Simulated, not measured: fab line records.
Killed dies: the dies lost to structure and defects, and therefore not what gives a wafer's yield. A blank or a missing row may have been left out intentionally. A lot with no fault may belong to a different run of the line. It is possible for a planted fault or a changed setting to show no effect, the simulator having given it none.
Split-lot experiment :: flow n5 finfet :: 7 lots, 21 wafers read, on a route of 1938 steps

## THE SPLIT ITSELF
At N5_BEOL_M1_EXPOSE_25 (exposes mask V0, defocus 5 nm, target cd 24 nm), the setting dose mj was moved away from the recipe's 63 on 9 of the 21 wafers read, by -7.2% to +4.6%. For the rest of the wafers, this setting stayed at what the recipe calls for.

## FROM THE SPLIT TO THE READING: what the file shows between them, 3 steps
- N5_BEOL_M1_ETCH_70: etches SOC in N2/H2, target depth 80 nm, overetch 16 nm, time 120 s (also split here: bias w)
- N5_BEOL_M1_STRIP_71: strips in N2/H2
- N5_BEOL_M1_STRIP_78: strips in N2/H2

## THE READING
BEOL_M1.cd nm (the simulator's own value, which no gauge read), in nm, at N5_BEOL_M1_VIA_ETCH_34 (etches the open film in C4F6/O2, target depth 67.8 nm, time 64.4 s). The file gives no usual value for it. Average 17.9 nm, standard deviation 0.21 nm, over the 12 wafers here run with the recipe.

wafer: L076.1
tool, chamber at the split: euv scanner-02, 0
dose mj as run: 65.92
against the recipe: +4.6%
BEOL_M1.cd nm, nm: 19.2
against lot-mates on the recipe: +1.2

wafer: L076.2
tool, chamber at the split: euv scanner-02, 0
dose mj as run: 63
against the recipe: recipe
BEOL_M1.cd nm, nm: 18
against lot-mates on the recipe: -

wafer: L076.5
tool, chamber at the split: euv scanner-02, 0
dose mj as run: 65.92
against the recipe: +4.6%
BEOL_M1.cd nm, nm: 19
against lot-mates on the recipe: +1.0

wafer: L077.4
tool, chamber at the split: euv scanner-02, 0
dose mj as run: 65.81
against the recipe: +4.5%
BEOL_M1.cd nm, nm: 18.8
against lot-mates on the recipe: no lot-mate on the recipe

wafer: L077.6
tool, chamber at the split: euv scanner-02, 0
dose mj as run: 65.81
against the recipe: +4.5%
BEOL_M1.cd nm, nm: 18.8
against lot-mates on the recipe: no lot-mate on the recipe

wafer: L077.5
tool, chamber at the split: euv scanner-02, 0
dose mj as run: 65.81
against the recipe: +4.5%
BEOL_M1.cd nm, nm: 18.6
against lot-mates on the recipe: no lot-mate on the recipe

wafer: L082.1
tool, chamber at the split: euv scanner-01, 0
dose mj as run: 64.93
against the recipe: +3.1%
BEOL_M1.cd nm, nm: 18.8
against lot-mates on the recipe: +0.7

wafer: L082.2
tool, chamber at the split: euv scanner-01, 0
dose mj as run: 63
against the recipe: recipe
BEOL_M1.cd nm, nm: 18
against lot-mates on the recipe: -

wafer: L082.5
tool, chamber at the split: euv scanner-01, 0
dose mj as run: 63
against the recipe: recipe
BEOL_M1.cd nm, nm: 18.2
against lot-mates on the recipe: -

wafer: L084.2
tool, chamber at the split: euv scanner-01, 0
dose mj as run: 63
against the recipe: recipe
BEOL_M1.cd nm, nm: 17.8
against lot-mates on the recipe: -

wafer: L084.5
tool, chamber at the split: euv scanner-01, 0
dose mj as run: 63
against the recipe: recipe
BEOL_M1.cd nm, nm: 17.6
against lot-mates on the recipe: -

wafer: L084.6
tool, chamber at the split: euv scanner-01, 0
dose mj as run: 63
against the recipe: recipe
BEOL_M1.cd nm, nm: 18.2
against lot-mates on the recipe: -

wafer: L089.1
tool, chamber at the split: euv scanner-02, 0
dose mj as run: 63
against the recipe: recipe
BEOL_M1.cd nm, nm: 17.8
against lot-mates on the recipe: -

wafer: L089.4
tool, chamber at the split: euv scanner-02, 0
dose mj as run: 63
against the recipe: recipe
BEOL_M1.cd nm, nm: 17.6
against lot-mates on the recipe: -

wafer: L089.6
tool, chamber at the split: euv scanner-02, 0
dose mj as run: 64.38
against the recipe: +2.2%
BEOL_M1.cd nm, nm: 18.4
against lot-mates on the recipe: +0.7

wafer: L093.2
tool, chamber at the split: euv scanner-01, 0
dose mj as run: 58.47
against the recipe: -7.2%
BEOL_M1.cd nm, nm: 16.6
against lot-mates on the recipe: -1.4

wafer: L093.4
tool, chamber at the split: euv scanner-01, 0
dose mj as run: 58.47
against the recipe: -7.2%
BEOL_M1.cd nm, nm: 16
against lot-mates on the recipe: -2.0

wafer: L093.5
tool, chamber at the split: euv scanner-01, 0
dose mj as run: 63
against the recipe: recipe
BEOL_M1.cd nm, nm: 18
against lot-mates on the recipe: -

wafer: L094.1
tool, chamber at the split: euv scanner-01, 0
dose mj as run: 63
against the recipe: recipe
BEOL_M1.cd nm, nm: 17.8
against lot-mates on the recipe: -

wafer: L094.2
tool, chamber at the split: euv scanner-01, 0
dose mj as run: 63
against the recipe: recipe
BEOL_M1.cd nm, nm: 18
against lot-mates on the recipe: -

wafer: L094.4
tool, chamber at the split: euv scanner-01, 0
dose mj as run: 63
against the recipe: recipe
BEOL_M1.cd nm, nm: 18.2
against lot-mates on the recipe: -

THE FIT
A straight line over all 21 wafers: BEOL_M1.cd nm changes by +0.222 nm for each +1% of dose mj; r = +0.96; the points scatter about the line by 0.22 nm.
The same after taking each lot's own level away (the mean of its wafers on the recipe; 18 wafers): +0.239 nm for each +1%; r = +0.97; scatter 0.18 nm.
On that fit, the largest move of dose mj shifts the reading by 1.7 nm.
Measured against the standard deviation above, the lots' own levels, which go from 17.70 to 18.10 nm, span 1.9 times it.
The two slopes agree, so the slope changes little with the lot-to-lot level.
Check: -1.89 nm against its lot-mates is what the line predicts for one of the wafers moved furthest among these (-7.2%) when that wafer is left out of the fit. It came out at -1.4 nm against them.

## THESE WAFERS: OTHER SPLITS
Note: prior to the reading, these wafers also went through further splits. Each is held against what the fit with the lots' levels taken away leaves over:
other split on the same wafers: N5_GATE_CUT_EXPOSE_10 dose mj
wafers away from the commonest value: 8
r with BEOL_M1.cd nm (lot level and that fit taken away): -0.23

other split on the same wafers: N5_MOL_CONTACT_COAG_ALD_27 ald cycles
wafers away from the commonest value: 7
r with BEOL_M1.cd nm (lot level and that fit taken away): -0.08

other split on the same wafers: N5_MOL_CONTACT_COAG_ALD_133 ald cycles
wafers away from the commonest value: 5
r with BEOL_M1.cd nm (lot level and that fit taken away): -0.27

other split on the same wafers: N5_BEOL_M0_SAQP_SPACER1_ALD_98 temp c
wafers away from the commonest value: 6
r with BEOL_M1.cd nm (lot level and that fit taken away): +0.12

other split on the same wafers: N5_BEOL_M0_SAQP_ETCH_107 source w
wafers away from the commonest value: 5
r with BEOL_M1.cd nm (lot level and that fit taken away): -0.24

other split on the same wafers: N5_BEOL_M1_ETCH_70 bias w
wafers away from the commonest value: 7
r with BEOL_M1.cd nm (lot level and that fit taken away): -0.03

## THE FILE'S OWN FIT
BEOL_M1.cd nm changes by +0.24 nm for each +1% of dose mj, r = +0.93.
